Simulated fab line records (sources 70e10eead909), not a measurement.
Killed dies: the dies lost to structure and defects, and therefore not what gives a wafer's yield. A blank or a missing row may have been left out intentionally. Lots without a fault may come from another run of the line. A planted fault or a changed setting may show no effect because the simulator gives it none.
Chamber matching | flow nand harc | 4 sister chambers for NHARC_P_BONDPAD_DESCUM_11 on rie diel-13
The step chemistry O2, time 3 s. 14 wafers are shown with their chamber, then 7 later ones without.

== WAFERS PAIRED WITH THEIR CHAMBERS ==
wafer  | chamber | showerhead plenum p Torr (Torr) | drypump motor current A (A) | oes product au (a.u.)
L075.1 | 1       | 1.92                            | 5.9                         | 0.985
L075.4 | 3       | 1.87                            | 6.4                         | 0.991
L075.5 | 1       | 1.92                            | 5.9                         | 0.990
L080.1 | 1       | 1.91                            | 5.9                         | 0.989
L080.2 | 3       | 1.87                            | 6.3                         | 0.988
L080.3 | 0       | 2.05                            | 5.8                         | 0.989
L081.1 | 3       | 1.87                            | 6.3                         | 0.985
L081.3 | 1       | 1.91                            | 5.9                         | 0.990
L081.5 | 1       | 1.91                            | 5.9                         | 0.993
L084.1 | 1       | 1.91                            | 5.9                         | 0.978
L084.3 | 3       | 1.87                            | 6.3                         | 0.986
L084.4 | 1       | 1.91                            | 5.9                         | 0.973
L092.1 | 0       | 2.05                            | 5.8                         | 0.991
L092.2 | 2       | 1.95                            | 6.1                         | 1.026

SIGNATURES (averages over the wafers above)
reading                  | chamber 0 | chamber 1 | chamber 2 | chamber 3 | scatter within a chamber
showerhead plenum p Torr | 2.0500    | 1.9129    | 1.9500    | 1.8700    | 0.00378
drypump motor current A  | 5.800     | 5.900     | 6.100     | 6.325     | 0.0274
oes product au           | 0.99000   | 0.98543   | 1.02600   | 0.98750   | 0.00587
Rule: a wafer's distance from a chamber is the root of the sum, over the readings, of the square of ((its reading less the chamber's mean) divided by the reading's scatter). The wafer belongs to the nearest chamber; if the next one is less than 2 further off, it can't be placed. The scatter: take each reading less its chamber's mean, square it, sum over the shown wafers, divide by the number of wafers less the number of chambers, and take the root.

== WAFERS WITH NO CHAMBER GIVEN ==
wafer  | showerhead plenum p Torr (Torr) | drypump motor current A (A) | oes product au (a.u.)
L092.6 | 1.87                            | 6.3                         | 0.987
L093.1 | 1.95                            | 6.1                         | 1.035
L093.5 | 1.91                            | 5.9                         | 0.973
L093.6 | 1.95                            | 6.1                         | 1.019
L097.1 | 1.86                            | 6.3                         | 0.996
L097.4 | 1.87                            | 6.4                         | 0.990
L097.6 | 1.95                            | 6.1                         | 1.032

== THE CHAMBER EACH PASSED THROUGH ==
wafer  | from the rows above | in truth
L092.6 | 3                   | 3
L093.1 | 2                   | 2
L093.5 | 1                   | 1
L093.6 | 2                   | 2
L097.1 | 3                   | 3
L097.4 | 3                   | 3
L097.6 | 2                   | 2
7 of 7 placed correctly. Can't be placed from these rows: 0. Wrongly placed: 0.
